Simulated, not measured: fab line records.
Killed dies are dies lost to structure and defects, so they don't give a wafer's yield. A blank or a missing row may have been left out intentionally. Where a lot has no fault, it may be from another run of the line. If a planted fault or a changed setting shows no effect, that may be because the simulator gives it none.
Which of the tools did it?	flow nand-harc	12 lots, 36 wafers sampled, at 1 step of a route of 1302

## WHAT THE GAUGES READ, wafer by wafer
NHARC_A_BLC_OVL_MEAS_11.
lot	measured	on	overlay-x-nm (nm)
L077	day 23 02:35	overlay-01	0.7 0.6 0.9
L075	day 23 10:35	overlay-01	-1.6 -2.0 -2.1
L079	day 24 03:08	overlay-01	0.6 1.0 1.4
L080	day 25 00:07	overlay-01	-1.3 -0.6 -1.1
L082	day 25 16:46	overlay-01	-1.0 -0.4 -0.8
L085	day 26 18:34	overlay-01	1.5 0.8 1.3
L087	day 27 22:32	overlay-02	-0.4 -0.1 -0.2
L088	day 28 22:56	overlay-02	-1.1 -1.1 -0.9
L092	day 29 03:30	overlay-02	-0.5 -0.5 0.0
L093	day 30 09:38	overlay-02	0.3 1.3 0.7
L095	day 30 23:44	overlay-02	-1.7 -1.1 -1.6
L096	day 32 07:13	overlay-02	0.5 0.4 0.6

## EACH LOT AND THE TOOL THAT RAN IT (in order: tool; ch and the chambers of the sampled wafers; start)
The record shows no process step preceding these readings.

## THE ANSWER, worked out from the rows above alone
Rule: the lots themselves supply what counts as usual. Put in order of their means at a reading, lots are off if they are a third of the lots or fewer, leave a main group of 4 or more, and stand apart from it by a gap of 3 or more times the standard deviation of the main group's means; of several such gaps the widest counts. A main group is skipped when, at the precision printed for the reading in the tables above, its means are all equal. A lot without any number at a reading at which 4 lots or more have one is off too. Any other lot the step has rows for is counted as sound.
No lot is off on any of the readings shown, so nothing can be concluded from this.

## WHAT THE SIMULATOR PUT IN
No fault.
